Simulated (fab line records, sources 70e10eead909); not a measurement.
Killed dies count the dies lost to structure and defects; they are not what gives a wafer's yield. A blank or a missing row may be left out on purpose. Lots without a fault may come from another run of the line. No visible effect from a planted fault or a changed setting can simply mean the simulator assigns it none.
Chamber matching / flow nand_harc / 4 sister chambers for NHARC_A_STAIRCASE_DESCUM_252 on rie_diel-10
The step chemistry O2, time 3 s. 16 wafers are shown with their chamber, then 8 later ones without.

== WAFERS WITH THEIR CHAMBER ==
wafer=L720.2; chamber=1; showerhead_plenum_p_Torr (Torr)=1.80; drypump_motor_current_A (A)=5.8; oes_product_au (a.u.)=1.001
wafer=L720.3; chamber=2; showerhead_plenum_p_Torr (Torr)=1.81; drypump_motor_current_A (A)=5.3; oes_product_au (a.u.)=1.000
wafer=L720.6; chamber=2; showerhead_plenum_p_Torr (Torr)=1.81; drypump_motor_current_A (A)=5.3; oes_product_au (a.u.)=1.005
wafer=L721.3; chamber=2; showerhead_plenum_p_Torr (Torr)=1.81; drypump_motor_current_A (A)=5.3; oes_product_au (a.u.)=1.005
wafer=L721.4; chamber=2; showerhead_plenum_p_Torr (Torr)=1.81; drypump_motor_current_A (A)=5.3; oes_product_au (a.u.)=1.002
wafer=L721.5; chamber=1; showerhead_plenum_p_Torr (Torr)=1.80; drypump_motor_current_A (A)=5.8; oes_product_au (a.u.)=1.011
wafer=L726.1; chamber=3; showerhead_plenum_p_Torr (Torr)=1.88; drypump_motor_current_A (A)=5.0; oes_product_au (a.u.)=0.988
wafer=L726.5; chamber=2; showerhead_plenum_p_Torr (Torr)=1.81; drypump_motor_current_A (A)=5.3; oes_product_au (a.u.)=0.992
wafer=L726.6; chamber=3; showerhead_plenum_p_Torr (Torr)=1.89; drypump_motor_current_A (A)=5.0; oes_product_au (a.u.)=0.990
wafer=L729.2; chamber=3; showerhead_plenum_p_Torr (Torr)=1.88; drypump_motor_current_A (A)=5.0; oes_product_au (a.u.)=1.010
wafer=L729.3; chamber=0; showerhead_plenum_p_Torr (Torr)=1.86; drypump_motor_current_A (A)=5.6; oes_product_au (a.u.)=1.002
wafer=L729.4; chamber=1; showerhead_plenum_p_Torr (Torr)=1.80; drypump_motor_current_A (A)=5.9; oes_product_au (a.u.)=1.012
wafer=L728.2; chamber=1; showerhead_plenum_p_Torr (Torr)=1.80; drypump_motor_current_A (A)=5.9; oes_product_au (a.u.)=1.010
wafer=L728.4; chamber=0; showerhead_plenum_p_Torr (Torr)=1.86; drypump_motor_current_A (A)=5.6; oes_product_au (a.u.)=1.000
wafer=L728.6; chamber=3; showerhead_plenum_p_Torr (Torr)=1.88; drypump_motor_current_A (A)=5.0; oes_product_au (a.u.)=1.003
wafer=L730.1; chamber=0; showerhead_plenum_p_Torr (Torr)=1.86; drypump_motor_current_A (A)=5.6; oes_product_au (a.u.)=0.995

SIGNATURES (means of the wafers above)
reading=showerhead_plenum_p_Torr; chamber 0=1.8600; chamber 1=1.8000; chamber 2=1.8100; chamber 3=1.8825; scatter within a chamber=0.0025
reading=drypump_motor_current_A; chamber 0=5.600; chamber 1=5.850; chamber 2=5.300; chamber 3=5.000; scatter within a chamber=0.0289
reading=oes_product_au; chamber 0=0.99900; chamber 1=1.00850; chamber 2=1.00080; chamber 3=0.99775; scatter within a chamber=0.00677
Rule: a wafer's distance from a chamber is the root of the sum, over the readings, of the square of ((its reading less the chamber's mean) divided by the reading's scatter). The wafer belongs to the nearest chamber; if the next one is less than 2 further off, it can't be placed. The scatter: take each reading less its chamber's mean, square it, sum over the shown wafers, divide by the number of wafers less the number of chambers, and take the root.

== WAFERS WITH NO CHAMBER GIVEN ==
wafer=L730.5; showerhead_plenum_p_Torr (Torr)=1.88; drypump_motor_current_A (A)=5.0; oes_product_au (a.u.)=1.001
wafer=L730.6; showerhead_plenum_p_Torr (Torr)=1.86; drypump_motor_current_A (A)=5.6; oes_product_au (a.u.)=1.003
wafer=L738.1; showerhead_plenum_p_Torr (Torr)=1.79; drypump_motor_current_A (A)=5.9; oes_product_au (a.u.)=0.986
wafer=L738.4; showerhead_plenum_p_Torr (Torr)=1.88; drypump_motor_current_A (A)=5.0; oes_product_au (a.u.)=0.984
wafer=L738.6; showerhead_plenum_p_Torr (Torr)=1.79; drypump_motor_current_A (A)=5.8; oes_product_au (a.u.)=0.994
wafer=L741.3; showerhead_plenum_p_Torr (Torr)=1.80; drypump_motor_current_A (A)=5.3; oes_product_au (a.u.)=1.003
wafer=L741.5; showerhead_plenum_p_Torr (Torr)=1.80; drypump_motor_current_A (A)=5.3; oes_product_au (a.u.)=0.994
wafer=L741.6; showerhead_plenum_p_Torr (Torr)=1.88; drypump_motor_current_A (A)=5.0; oes_product_au (a.u.)=1.001

== EACH ONE'S CHAMBER ==
wafer=L730.5; from the rows above=3; in truth=3
wafer=L730.6; from the rows above=0; in truth=0
wafer=L738.1; from the rows above=1; in truth=1
wafer=L738.4; from the rows above=3; in truth=3
wafer=L738.6; from the rows above=1; in truth=1
wafer=L741.3; from the rows above=2; in truth=2
wafer=L741.5; from the rows above=2; in truth=2
wafer=L741.6; from the rows above=3; in truth=3
Correct placement for 8 of the 8. From these rows, 0 cannot be placed. Number placed wrongly: 0.
